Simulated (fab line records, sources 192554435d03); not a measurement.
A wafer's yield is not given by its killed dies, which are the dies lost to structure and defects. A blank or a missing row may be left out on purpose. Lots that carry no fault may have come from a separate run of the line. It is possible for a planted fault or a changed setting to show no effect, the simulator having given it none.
Matching of chambers :: flow n5-finfet :: 4 sister chambers for N5_GATE_CUT_CMP_23 on cmp-04
The step polishes, stops on SiO2, t overpolish 23.4 s, target thk 16 nm. 4 wafers are shown with their chamber, then 8 later ones without.

## WAFERS, EACH WITH ITS CHAMBER
wafer: L085.1
chamber: 1
motor-current-A (A): 10.7

wafer: L085.5
chamber: 2
motor-current-A (A): 8.8

wafer: L087.1
chamber: 0
motor-current-A (A): 9.0

wafer: L088.1
chamber: 3
motor-current-A (A): 11.1

## WAFERS WITH NO CHAMBER GIVEN
wafer: L088.3
motor-current-A (A): 8.7

wafer: L088.6
motor-current-A (A): 9.1

wafer: L094.2
motor-current-A (A): 8.7

wafer: L094.4
motor-current-A (A): 8.6

wafer: L094.6
motor-current-A (A): 9.1

wafer: L096.2
motor-current-A (A): 9.1

wafer: L096.4
motor-current-A (A): 8.4

wafer: L096.6
motor-current-A (A): 8.4

## EACH ONE'S CHAMBER
wafer: L088.3
from the rows above: can't be placed: 2 or 0
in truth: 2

wafer: L088.6
from the rows above: can't be placed: 0 or 2
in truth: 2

wafer: L094.2
from the rows above: can't be placed: 2 or 0
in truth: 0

wafer: L094.4
from the rows above: can't be placed: 2 or 0
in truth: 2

wafer: L094.6
from the rows above: can't be placed: 0 or 2
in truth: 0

wafer: L096.2
from the rows above: can't be placed: 0 or 2
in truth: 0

wafer: L096.4
from the rows above: can't be placed: 2 or 0
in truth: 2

wafer: L096.6
from the rows above: can't be placed: 2 or 0
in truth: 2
Correct placement for 0 of the 8. Unplaceable from these rows: 8, with the true chamber sitting among the candidates in 8. Wrongly placed: 0.
How it was worked out, from the rows above alone: a wafer's distance from a chamber is the root of the sum, over the readings, of the square of ((its reading less the chamber's mean) divided by the reading's scatter). If the next closest chamber is less than 2 further off than the closest, the wafer can't be placed; otherwise it belongs to the closest. The mean given for a chamber averages the wafers shown for that chamber. The scatter (one wafer shown for each chamber): square how far every hidden wafer sits from the nearest shown wafer, average those squares and take the square root.
